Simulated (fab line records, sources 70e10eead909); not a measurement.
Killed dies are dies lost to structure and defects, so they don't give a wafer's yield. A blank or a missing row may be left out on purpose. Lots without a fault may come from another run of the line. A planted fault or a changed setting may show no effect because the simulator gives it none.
Chamber matching | flow nand_harc | NHARC_P_M2_CMP_23 on cmp-01: 4 sister chambers
The step polishes, t overpolish 20 s, target thk 144.3 nm. 4 wafers are shown with their chamber, then 10 later ones without.

WAFERS WITH THEIR CHAMBER
wafer  | chamber | motor_current_A (A)
L084.1 | 0       | 13.6
L089.4 | 1       | 12.3
L088.3 | 2       | 10.5
L088.5 | 3       | 11.5

WAFERS WITHOUT THEIR CHAMBER
wafer  | motor_current_A (A)
L088.6 | 11.7
L091.2 | 12.3
L091.3 | 10.8
L091.6 | 11.1
L093.3 | 13.5
L093.5 | 13.8
L093.6 | 12.6
L096.4 | 14.1
L096.5 | 13.0
L096.6 | 10.9

WHICH CHAMBER EACH WENT THROUGH
wafer  | from the rows above     | in truth
L088.6 | can't be placed: 3 or 1 | 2
L091.2 | 1                       | 1
L091.3 | can't be placed: 2 or 3 | 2
L091.6 | can't be placed: 3 or 2 | 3
L093.3 | 0                       | 0
L093.5 | 0                       | 0
L093.6 | 1                       | 1
L096.4 | 0                       | 0
L096.5 | can't be placed: 0 or 1 | 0
L096.6 | can't be placed: 2 or 3 | 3
Placed correctly: 5 of 10. Can't be placed from these rows: 5 (the true chamber is among the candidates in 4). Placed wrongly: 0.
How it was worked out, from the rows above alone: a wafer's distance from a chamber is the root of the sum, over the readings, of the square of ((its reading less the chamber's mean) divided by the reading's scatter). The wafer belongs to the nearest chamber; if the next one is less than 2 further off, it can't be placed. A chamber's mean is the mean of its shown wafers. The scatter: with one shown wafer a chamber, the root of the mean of the squares of how far each hidden wafer lies from its nearest shown one.
